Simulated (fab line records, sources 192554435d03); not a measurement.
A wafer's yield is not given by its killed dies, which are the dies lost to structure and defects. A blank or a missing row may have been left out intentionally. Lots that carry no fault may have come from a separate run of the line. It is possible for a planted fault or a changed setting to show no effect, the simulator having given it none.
Struck lot and sound lot, side by side | flow n5_finfet | 25 out of 1938 route steps
Sound: the wafers L788.3, L788.4, L788.5. Wafers struck: L786.3, L786.5, L786.6. The cause is given at the end.
At each step with rows: each side's tool, then ch and its chambers, then its first start. Under that, the readings that differ: sound wafers | struck wafers | difference of the means | sigmas: that difference in standard deviations of wafers without a fault.
alike: readings whose means differ by less than 2 such deviations, and words and numbers that are the same on both sides. not compared: withheld readings, readings that some wafer has no value for, bounds like >300 that may hide the same value, and numbers for which the record gives no deviation and whose values overlap.
A row with sigmas, a row that says differs or no value, or rows on one side alone: a step with any of these is where the two part. When numbers do not overlap yet have no deviation, they are printed without sigmas and do not part them. Lack of a reading on every wafer of one side parts them only where that side has two or more wafers.

first, 11 steps without rows for these wafers: N5_BEOL_M13_VIA_ETCH_16 (etches SiOC in C4F8/O2/Ar, target depth 921.7 nm); N5_BEOL_M13_STRIP_63 (strips in N2/H2); N5_BEOL_M13_STRIP_64 (strips in N2/H2); N5_BEOL_M13_STRIP_71 (strips in post etch residue remover, time 60 s); N5_BEOL_M13_SRD_72 (time 30 s, dry time 30 s); N5_BEOL_M13_COAT_65 (time 60 s, resist thk 350 nm); N5_BEOL_M13_COAT_66 (time 60 s, resist thk 110 nm); N5_BEOL_M13_COAT_22 (resist thk 300 nm); N5_BEOL_M13_EBR_24; N5_BEOL_M13_SOFTBAKE_23 (time 60 s); N5_BEOL_M13_EXPOSE_25 (exposes mask M13, target cd 210 nm).
N5_BEOL_M13_PEB_26: peb time 90 s.
  sound on litho_track-04 ch 0, day 13 03:01; struck on litho_track-05 ch 0, day 12 03:02
  alike: chill_plate_temp_C, exhaust_pa, plate_temp_C
then, 2 steps without rows for these wafers: N5_BEOL_M13_DEVELOP_27 (develop time 45 s); N5_BEOL_M13_HARDBAKE_32 (time 120 s).
N5_BEOL_M13_CD_MEAS_28 targets a cd of 209.5 nm.
  sound on cd_sem-01 ch 0, day 13 03:08; struck on cd_sem-02 ch 0, day 12 03:09
  reading    | sound             | struck            | difference | sigmas
  cd_nm (nm) | 209.9 209.9 209.8 | 212.9 212.4 212.4 | +2.7       | +2
N5_BEOL_M13_DESCUM_33: chemistry O2, time 7.9 s.
  sound on rie_diel-06 ch 0,1,3, day 13 03:13; struck on rie_diel-05 ch 0,1, day 12 03:20
  reading                   | sound         | struck        | difference | sigmas
  model.BEOL_M13.cd_nm (nm) | 210 210.2 210 | 213 212.8 213 | +3         |
  alike: drypump_motor_current_A, o2_flow_sccm, oes_product_au, rf_vpp_V, showerhead_plenum_p_Torr, throttle_valve_pct
  not compared: rf_hours_counter_h
then, 6 steps without rows for these wafers: N5_BEOL_M13_ETCH_67 (etches SiARC in CF4, target depth 143 nm, time 238.3 s); N5_BEOL_M13_ETCH_68 (etches SOC in N2/H2, time 355 s); N5_BEOL_M13_STRIP_69 (strips in N2/H2); N5_BEOL_M13_TRENCH_ETCH_34 (etches SiOC in C4F8/O2/Ar, target depth 413.47 nm, time 162.6 s); N5_BEOL_M13_STRIP_70 (strips in C4F8/O2/Ar); N5_BEOL_M13_STRIP_37 (strips in N2/H2).
N5_BEOL_M13_ETCH_38: etches SiCN in CF4/N2, target depth 67.5 nm, time 71.9 s.
  sound on rie_diel-06 ch 0,1, day 13 04:17; struck on rie_diel-06 ch 0,1,3, day 12 04:51
  reading                   | sound           | struck            | difference | sigmas
  model.BEOL_M13.cd_nm (nm) | 210.4 210 210.8 | 212.6 211.8 212.2 | +1.8       |
  alike: drypump_motor_current_A, oes_product_au, rf_vpp_V, showerhead_plenum_p_Torr, throttle_valve_pct
  not compared: rf_hours_counter_h
then, 1 step without rows for these wafers: N5_BEOL_M13_PRECLEAN_39 (cleans in residue remover, time 60 s).
N5_PASSIVATION_PROBE_49:
  the record has rows for the struck wafers here (prober-01, day 13 06:54) and none for the sound ones

== WHERE THEY PART ==
First at N5_BEOL_M13_CD_MEAS_28; last, within this record, at N5_PASSIVATION_PROBE_49.

WHY: what had been put in by the simulator
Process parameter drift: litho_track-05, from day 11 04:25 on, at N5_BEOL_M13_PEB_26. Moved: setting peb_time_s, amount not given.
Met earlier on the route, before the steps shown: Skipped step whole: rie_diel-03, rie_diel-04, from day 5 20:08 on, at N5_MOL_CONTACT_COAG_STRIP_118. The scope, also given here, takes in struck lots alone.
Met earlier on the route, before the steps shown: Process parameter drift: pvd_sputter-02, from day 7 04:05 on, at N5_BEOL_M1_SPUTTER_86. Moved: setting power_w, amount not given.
